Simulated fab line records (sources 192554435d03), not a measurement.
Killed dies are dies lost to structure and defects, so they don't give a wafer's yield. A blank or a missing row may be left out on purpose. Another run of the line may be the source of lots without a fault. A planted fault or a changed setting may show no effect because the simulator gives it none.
Matching of chambers    flow n5-finfet    N5_SD_EPI_N_ETCH_16 on rie-diel-04 has 4 sister chambers
The step etches SiO2 in CHF3/O2, target depth 5 nm. 8 wafers are shown with their chamber, then 8 later ones without.

WAFERS PAIRED WITH THEIR CHAMBERS
wafer   chamber  throttle-valve-pct (%)  drypump-motor-current-A (A)
L079.1  1        18.44                   6.0
L080.4  3        18.89                   5.6
L084.2  2        19.01                   6.0
L084.6  0        18.78                   5.4
L086.1  3        18.91                   5.6
L086.5  0        18.79                   5.4
L086.6  1        18.46                   6.0
L088.2  2        19.02                   5.9

WAFERS WITHOUT THEIR CHAMBER
wafer   throttle-valve-pct (%)  drypump-motor-current-A (A)
L088.5  19.02                   5.9
L088.6  18.47                   6.0
L096.1  18.81                   5.5
L096.3  19.06                   6.0
L096.6  19.06                   5.9
L097.3  18.82                   5.4
L097.4  18.50                   6.0
L097.6  19.07                   5.9

CHAMBER TAKEN BY EACH
wafer   from the rows above  in truth
L088.5  2                    2
L088.6  1                    1
L096.1  0                    0
L096.3  2                    2
L096.6  2                    2
L097.3  0                    0
L097.4  1                    1
L097.6  2                    2
Correctly placed: 8 of 8. Not placeable from these rows: 0. Number placed wrongly: 0.
How it was worked out, from the rows above alone: a wafer's distance from a chamber is the root of the sum, over the readings, of the square of ((its reading less the chamber's mean) divided by the reading's scatter). The wafer belongs to the nearest chamber; if the next one is less than 2 further off, it can't be placed. For every chamber, the mean is computed from those of its wafers that are shown. The scatter is the square root of a quotient: the sum, over the shown wafers, of each reading's squared deviation from its chamber's mean, divided by wafers minus chambers.
